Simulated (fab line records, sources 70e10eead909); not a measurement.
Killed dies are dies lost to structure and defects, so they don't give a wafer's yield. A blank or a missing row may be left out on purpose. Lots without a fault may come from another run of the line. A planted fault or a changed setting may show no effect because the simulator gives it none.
Chamber matching | flow nand_harc | NHARC_A_CHANNEL_FILL_D2_ALD_14 on ald_hk-02: 4 sister chambers
The step deposits SiO2, target thk 2.5 nm, pulse time 10 s, ald cycles 25. 4 wafers are shown with their chamber, then 10 later ones without.

WAFERS WITH THEIR CHAMBER
wafer  | chamber | heater_power_w (W)
L078.3 | 2       | 410
L081.6 | 1       | 451
L086.1 | 0       | 453
L086.4 | 3       | 447

WAFERS WITHOUT THEIR CHAMBER
wafer  | heater_power_w (W)
L086.5 | 444
L086.2 | 450
L086.3 | 389
L086.6 | 447
L089.1 | 457
L089.4 | 401
L089.6 | 403
L088.1 | 401
L088.4 | 454
L088.5 | 408

WHICH CHAMBER EACH WENT THROUGH
wafer  | from the rows above          | in truth
L086.5 | can't be placed: 3 or 1 or 0 | 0
L086.2 | can't be placed: 1 or 0 or 3 | 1
L086.3 | 2                            | 2
L086.6 | can't be placed: 3 or 1 or 0 | 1
L089.1 | can't be placed: 0 or 1 or 3 | 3
L089.4 | 2                            | 2
L089.6 | 2                            | 2
L088.1 | 2                            | 2
L088.4 | can't be placed: 0 or 1 or 3 | 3
L088.5 | 2                            | 2
Placed correctly: 5 of 10. Can't be placed from these rows: 5 (the true chamber is among the candidates in 5). Placed wrongly: 0.
How it was worked out, from the rows above alone: a wafer's distance from a chamber is the root of the sum, over the readings, of the square of ((its reading less the chamber's mean) divided by the reading's scatter). The wafer belongs to the nearest chamber; if the next one is less than 2 further off, it can't be placed. A chamber's mean is the mean of its shown wafers. The scatter: with one shown wafer a chamber, the root of the mean of the squares of how far each hidden wafer lies from its nearest shown one.
